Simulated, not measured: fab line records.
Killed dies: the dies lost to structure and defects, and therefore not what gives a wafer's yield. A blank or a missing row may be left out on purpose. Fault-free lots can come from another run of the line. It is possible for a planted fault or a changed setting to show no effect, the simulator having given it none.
Matching of chambers + flow n5_finfet + N5_BEOL_M15_DESCUM_33 on rie_diel-01 has 4 sister chambers
The step chemistry O2, time 7.9 s. 4 wafers are shown with their chamber, then 9 later ones without.

== WAFERS, EACH WITH ITS CHAMBER ==
| wafer  | chamber | showerhead_plenum_p_Torr (Torr) |
|--------|---------|---------------------------------|
| L077.5 | 1       | 2.15                            |
| L081.3 | 3       | 2.12                            |
| L081.4 | 2       | 2.14                            |
| L081.5 | 0       | 2.00                            |

== WAFERS WHOSE CHAMBER IS MISSING ==
| wafer  | showerhead_plenum_p_Torr (Torr) |
|--------|---------------------------------|
| L087.1 | 2.11                            |
| L087.5 | 2.00                            |
| L087.6 | 2.11                            |
| L091.1 | 2.13                            |
| L091.4 | 1.99                            |
| L091.5 | 1.99                            |
| L094.1 | 2.11                            |
| L094.2 | 2.14                            |
| L094.6 | 2.14                            |

== WHICH CHAMBER EACH WENT THROUGH ==
| wafer  | from the rows above          | in truth |
|--------|------------------------------|----------|
| L087.1 | 3                            | 3        |
| L087.5 | 0                            | 0        |
| L087.6 | 3                            | 3        |
| L091.1 | can't be placed: 3 or 2 or 1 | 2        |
| L091.4 | 0                            | 0        |
| L091.5 | 0                            | 0        |
| L094.1 | 3                            | 3        |
| L094.2 | can't be placed: 2 or 1      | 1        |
| L094.6 | can't be placed: 2 or 1      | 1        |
Correctly placed: 6 of 9. Unplaceable from these rows: 3, with the true chamber sitting among the candidates in 3. 0 placed wrongly.
How it was worked out, from the rows above alone: a wafer's distance from a chamber is the root of the sum, over the readings, of the square of ((its reading less the chamber's mean) divided by the reading's scatter). If the next closest chamber is less than 2 further off than the closest, the wafer can't be placed; otherwise it belongs to the closest. For every chamber, the mean is computed from those of its wafers that are shown. The scatter (one wafer shown for each chamber): square how far every hidden wafer sits from the nearest shown wafer, average those squares and take the square root.
